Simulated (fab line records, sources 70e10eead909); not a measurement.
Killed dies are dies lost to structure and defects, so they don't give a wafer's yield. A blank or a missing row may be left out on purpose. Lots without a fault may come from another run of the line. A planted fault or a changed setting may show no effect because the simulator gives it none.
Which tool did it? | flow nand_harc | 11 lots, 33 wafers sampled, at 5 steps of a route of 1159

WHAT THE GAUGES READ, wafer by wafer
NHARC_P_CONTACT_INSPECT_27. Usual: raw_defect_count 287, standard deviation 110.
lot  | measured     | on                | raw_defect_count | flag
L904 | day 5 10:46  | defect_inspect-02 | 235 388 279      |
L905 | day 6 05:17  | defect_inspect-02 | 254 232 231      |
L906 | day 6 05:50  | defect_inspect-01 | 295 183 188      |
L907 | day 6 06:49  | defect_inspect-02 | 168 216 195      |
L909 | day 7 05:30  | defect_inspect-01 | 246 190 248      |
L912 | day 8 02:32  | defect_inspect-01 | 208 182 127      |
L919 | day 9 22:08  | defect_inspect-02 | 324 243 177      |
L922 | day 10 06:06 | defect_inspect-01 | 147 134 222      |
L923 | day 10 06:38 | defect_inspect-01 | 301 339 310      |
L927 | day 11 04:31 | defect_inspect-01 | 393 243 310      |
L926 | day 11 04:33 | defect_inspect-02 | 190 209 242      |

NHARC_END_SORT_01. Usual: defect_limited_yield 95.2 %, standard deviation 1.4; killed_at_array 28, standard deviation 8.9; killed_at_other 0.8, standard deviation 1.2; killed_at_periphery 3.3, standard deviation 2.3; killed_dies 32, standard deviation 9.4; killed_open 3.2, standard deviation 1.8; killed_short 1.9, standard deviation 1.4; sort_bin_2_pct 1.4 %, standard deviation 0.56; sort_bin_3_pct 0.26 %, standard deviation 0.21; sort_bin_4_pct 3.1 %, standard deviation 1; sort_n_pass 645, standard deviation 9.4; sort_rim_yield_pct 95.7 %, standard deviation 2.4; sort_yield_pct 95.2 %, standard deviation 1.4.
lot  | measured     | on        | defect_limited_yield (%) | killed_at_array | killed_at_other | killed_at_periphery | killed_dies | killed_open | killed_short | sort_bin_2_pct (%) | sort_bin_3_pct (%) | sort_bin_4_pct (%) | sort_n_pass | sort_rim_yield_pct (%) | sort_yield_pct (%) | flag
L912 | day 22 07:14 | prober-02 | 94.8 94.5 0              | 28 33 37        | 0 0 0           | 7 4 640             | 35 37 677   | 5 6 3       | 3 1 4        | 2.1 2.4 95.7       | 0.89 0.74 0        | 2.2 2.4 4.3        | 642 640 0   | 96.2 92.5 0            | 94.8 94.5 0        | OFF

WHICH TOOL RAN EACH LOT (tool, then ch and the chambers of the sampled wafers, then the start)
lot  | NHARC_P_CONTACT_CVD_23                   | NHARC_P_CONTACT_CMP_24        | NHARC_P_M0_ETCH_15
L904 | cvd_w-01 ch 0,1, day 5 10:25 or earlier  | cmp-02 ch 0,1,2, day 5 10:25  | rie_diel-08 ch 0,3, day 5 12:04
L905 | cvd_w-02 ch 0, day 6 04:53 or earlier    | cmp-04 ch 0,1,3, day 6 04:53  | rie_diel-02 ch 0,1,2, day 6 06:26
L906 | cvd_w-02 ch 0,1, day 6 05:26 or earlier  | cmp-02 ch 1,2, day 6 05:26    | rie_diel-02 ch 0,1, day 6 07:06
L907 | cvd_w-02 ch 0,1, day 6 06:28 or earlier  | cmp-02 ch 0,1,3, day 6 06:28  | rie_diel-02 ch 0,2,3, day 6 08:07
L909 | cvd_w-02 ch 0,1, day 7 05:05 or earlier  | cmp-04 ch 0,2, day 7 05:05    | rie_diel-11 ch 0,2,3, day 7 06:40
L912 | cvd_w-01 ch 0,1, day 8 02:08 or earlier  | cmp-02 ch 1,2,3, day 8 02:08  | rie_diel-02 ch 0,1,2, day 8 03:47
L919 | cvd_w-02 ch 0,1, day 9 21:47 or earlier  | cmp-02 ch 0,2,3, day 9 21:47  | rie_diel-11 ch 1,2, day 9 23:17
L922 | cvd_w-01 ch 0,1, day 10 05:42 or earlier | cmp-01 ch 0,2,3, day 10 05:42 | rie_diel-11 ch 0,1,2, day 10 07:23
L923 | cvd_w-01 ch 0,1, day 10 06:17 or earlier | cmp-02 ch 0,1,2, day 10 06:17 | rie_diel-08 ch 0,1,3, day 10 07:47
L927 | cvd_w-01 ch 0,1, day 11 04:10 or earlier | cmp-01 ch 0,1,3, day 11 04:10 | rie_diel-08 ch 0,2, day 11 05:54
L926 | cvd_w-02 ch 0,1, day 11 04:07 or earlier | cmp-04 ch 2,3, day 11 04:07   | rie_diel-11 ch 0,1,2, day 11 06:04
- NHARC_P_CONTACT_CVD_23: deposits W, target thk 200 nm, time 557 s.
- NHARC_P_CONTACT_CMP_24: polishes, t overpolish 30 s, target thk 200 nm.
- NHARC_P_M0_ETCH_15: etches the open film in C4F8/Ar, target depth 150 nm, overetch 15 nm, time 82.5 s.

WHAT THE TOOLS THEMSELVES READ (means of the sampled wafers that have a number; where no wafer has one, the mark that the record gives instead)
NHARC_P_CONTACT_CVD_23. Usual: chamber_pressure_Torr 40.00 Torr, standard deviation 0.093; heater_power_w 449 W, standard deviation 64; throttle_valve_pct 7.89 %, standard deviation 0.23.
lot  | tool     | chamber_pressure_Torr (Torr) | heater_power_w (W) | throttle_valve_pct (%) | flag
L904 | cvd_w-01 | 39.92                        | 460                | 7.82                   |
L905 | cvd_w-02 | 40.01                        | 383                | 7.82                   |
L906 | cvd_w-02 | 39.91                        | 480                | 7.73                   |
L907 | cvd_w-02 | 39.94                        | 473                | 7.97                   |
L909 | cvd_w-02 | 39.98                        | 469                | 7.98                   |
L912 | cvd_w-01 | 40.04                        | 468                | 7.90                   |
L919 | cvd_w-02 | 39.97                        | 487                | 7.59                   |
L922 | cvd_w-01 | 39.98                        | 424                | 8.05                   |
L923 | cvd_w-01 | 40.07                        | 461                | 7.97                   |
L927 | cvd_w-01 | 40.00                        | 464                | 7.87                   |
L926 | cvd_w-02 | 39.99                        | 478                | 7.69                   |

NHARC_P_CONTACT_CMP_24. Usual: motor_current_A 12.2 A, standard deviation 1.1; overpolish_run_s 30.001 s, standard deviation 0.01; time_to_endpoint_s 40.2 s, standard deviation 2.6.
lot  | tool   | motor_current_A (A) | overpolish_run_s (s) | time_to_endpoint_s (s) | flag
L904 | cmp-02 | 12.3                | 29.999               | 41.5                   |
L905 | cmp-04 | 12.6                | 29.989               | 40.9                   |
L906 | cmp-02 | 12.5                | 30.004               | 39.9                   |
L907 | cmp-02 | 12.8                | 29.993               | 40.1                   |
L909 | cmp-04 | 11.8                | 30.005               | 39.6                   |
L912 | cmp-02 | 12.3                | 30.006               | 36.1                   |
L919 | cmp-02 | 12.1                | 30.000               | 39.0                   |
L922 | cmp-01 | 12.2                | 30.002               | 41.6                   |
L923 | cmp-02 | 12.1                | 30.003               | 39.7                   |
L927 | cmp-01 | 11.5                | 29.999               | 44.6                   |
L926 | cmp-04 | 12.5                | 29.990               | 38.8                   |

NHARC_P_M0_ETCH_15. Usual: oes_product_au 0.959 a.u., standard deviation 0.021; rf_vpp_V 442.1 V, standard deviation 2.9; run_length_s 103.8 s, standard deviation 0.6.
lot  | tool        | oes_product_au (a.u.) | rf_vpp_V (V) | run_length_s (s) | flag
L904 | rie_diel-08 | 0.921                 | 443.3        | 103.2            |
L905 | rie_diel-02 | 0.971                 | 443.3        | 103.3            |
L906 | rie_diel-02 | 0.968                 | 443.0        | 103.6            |
L907 | rie_diel-02 | 0.967                 | 443.5        | 103.9            |
L909 | rie_diel-11 | 0.925                 | 440.1        | 103.6            |
L912 | rie_diel-02 | 0.980                 | 443.5        | 88.7             | OFF
L919 | rie_diel-11 | 0.964                 | 440.8        | 103.8            |
L922 | rie_diel-11 | 0.917                 | 440.6        | 103.5            |
L923 | rie_diel-08 | 0.963                 | 441.7        | 103.8            |
L927 | rie_diel-08 | 0.926                 | 437.5        | 104.0            |
L926 | rie_diel-11 | 0.968                 | 440.4        | 103.7            |

THE ANSWER, worked out from the rows above alone
Rule: a lot is off if the mean of its wafers that have a number lies more than 3 standard deviations from the usual mean. A lot without any number at a reading at which 4 lots or more have one is off too. The other lots that the step has rows for count as sound. The gauges are gone through in route order, then the tools' own readings, and for those a lot's mean is taken as printed above. The first step at which some lot is off is used, and at that step the reading that is off furthest; a lot without a number counts as furthest.
Off: L912, at NHARC_END_SORT_01 (killed_at_periphery). Neither off nor sound, because the step has no rows for them: L904, L905, L906, L907, L909, L919, L922, L923, L927, L926.
A tool fits if, at a process step before that reading, it ran every lot that is off, and no sound lot after the first of them. The gauges at NHARC_END_SORT_01 aren't tried: what is off there is off at NHARC_P_M0_ETCH_15 too, on other tools, and a gauge's error can't cause that. NHARC_P_CONTACT_CVD_23 gives no start for some lots, so the hours and the order of its lots are those of NHARC_P_CONTACT_CMP_24. Can't be told from this: 3 tools fit, cvd_w-01 at NHARC_P_CONTACT_CVD_23, cmp-02 at NHARC_P_CONTACT_CMP_24, rie_diel-02 at NHARC_P_M0_ETCH_15.

WHAT THE SIMULATOR HAD PUT IN
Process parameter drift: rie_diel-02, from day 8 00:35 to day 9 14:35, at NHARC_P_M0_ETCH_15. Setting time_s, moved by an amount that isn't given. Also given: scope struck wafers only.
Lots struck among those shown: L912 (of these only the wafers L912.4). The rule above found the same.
